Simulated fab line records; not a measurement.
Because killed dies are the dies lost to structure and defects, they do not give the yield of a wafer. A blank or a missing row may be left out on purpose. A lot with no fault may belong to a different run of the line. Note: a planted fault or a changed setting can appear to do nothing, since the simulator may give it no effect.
Matching of chambers | flow n5Finfet | N5_MIM_BOT_LITHO_DESCUM_10 on rieDiel-05: 4 sister chambers
The step chemistry O2, time 7.9 s. 4 wafers are shown with their chamber, then 8 later ones without.

WAFERS, EACH WITH ITS CHAMBER
wafer  | chamber | drypumpMotorCurrentA (A)
L601.4 | 0       | 5.1
L603.5 | 3       | 5.9
L605.1 | 2       | 5.8
L608.3 | 1       | 5.6

WAFERS MISSING THEIR CHAMBER
wafer  | drypumpMotorCurrentA (A)
L608.5 | 5.7
L608.6 | 5.8
L617.1 | 5.1
L617.3 | 5.8
L617.4 | 5.8
L619.1 | 5.6
L619.3 | 5.0
L619.6 | 5.7

EACH ONE'S CHAMBER
wafer  | from the rows above          | in truth
L608.5 | can't be placed: 2 or 1 or 3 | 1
L608.6 | can't be placed: 2 or 3      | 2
L617.1 | 0                            | 0
L617.3 | can't be placed: 2 or 3      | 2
L617.4 | can't be placed: 2 or 3      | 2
L619.1 | 1                            | 1
L619.3 | 0                            | 0
L619.6 | can't be placed: 2 or 1 or 3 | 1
3 of 8 placed correctly. From these rows, 5 cannot be placed; in 5 the true chamber is one of the candidates. 0 placed wrongly.
How it was worked out, from the rows above alone: a wafer's distance from a chamber is the root of the sum, over the readings, of the square of ((its reading less the chamber's mean) divided by the reading's scatter). The wafer belongs to the nearest chamber; if the next one is less than 2 further off, it can't be placed. Each chamber's mean is taken over the wafers shown for it. The scatter: root of mean squared gap, hidden wafer to nearest shown wafer, with one shown wafer a chamber.
